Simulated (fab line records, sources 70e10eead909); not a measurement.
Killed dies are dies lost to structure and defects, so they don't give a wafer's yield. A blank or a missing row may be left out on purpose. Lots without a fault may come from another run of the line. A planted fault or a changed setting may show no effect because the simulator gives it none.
Chamber matching | flow nand_harc | NHARC_P_M0_DESCUM_14 on rie_diel-10: 3 sister chambers
The step chemistry O2, time 3 s. 14 wafers are shown with their chamber, then 4 later ones without.

WAFERS WITH THEIR CHAMBER
wafer  | chamber | oes_product_au (a.u.) | throttle_valve_pct (%) | rf_vpp_V (V)
L074.1 | 0       | 1.002                 | 11.304                 | 57.1
L074.5 | 3       | 0.966                 | 11.299                 | 57.6
L074.6 | 0       | 1.001                 | 11.306                 | 56.9
L076.4 | 0       | 1.002                 | 11.311                 | 57.1
L076.5 | 3       | 0.976                 | 11.299                 | 59.0
L076.6 | 2       | 0.995                 | 11.319                 | 57.4
L079.1 | 0       | 0.998                 | 11.310                 | 59.3
L079.2 | 3       | 0.972                 | 11.312                 | 58.0
L079.6 | 3       | 0.983                 | 11.315                 | 58.8
L082.1 | 0       | 1.005                 | 11.313                 | 59.1
L082.4 | 0       | 1.001                 | 11.313                 | 57.1
L082.6 | 3       | 0.972                 | 11.307                 | 57.6
L083.1 | 3       | 0.966                 | 11.306                 | 58.9
L083.2 | 0       | 1.002                 | 11.294                 | 57.8

SIGNATURES (means of the wafers above)
reading            | chamber 0 | chamber 2 | chamber 3 | scatter within a chamber
oes_product_au     | 1.00157   | 0.99500   | 0.97250   | 0.0046
throttle_valve_pct | 11.30729  | 11.31900  | 11.30633  | 0.00668
rf_vpp_V           | 57.771    | 57.400    | 58.317    | 0.873
Rule: a wafer's distance from a chamber is the root of the sum, over the readings, of the square of ((its reading less the chamber's mean) divided by the reading's scatter). The wafer belongs to the nearest chamber; if the next one is less than 2 further off, it can't be placed. The scatter: the root of (the sum of the squares of (reading less its chamber's mean) over the shown wafers, divided by (wafers less chambers)).

WAFERS WITHOUT THEIR CHAMBER
wafer  | oes_product_au (a.u.) | throttle_valve_pct (%) | rf_vpp_V (V)
L084.6 | 0.975                 | 11.308                 | 59.8
L093.2 | 1.008                 | 11.317                 | 58.1
L093.3 | 0.999                 | 11.313                 | 57.9
L093.4 | 0.994                 | 11.320                 | 59.1

WHICH CHAMBER EACH WENT THROUGH
wafer  | from the rows above     | in truth
L084.6 | 3                       | 3
L093.2 | can't be placed: 0 or 2 | 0
L093.3 | can't be placed: 0 or 2 | 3
L093.4 | can't be placed: 2 or 0 | 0
Placed correctly: 1 of 4. Can't be placed from these rows: 3 (the true chamber is among the candidates in 2). Placed wrongly: 0.
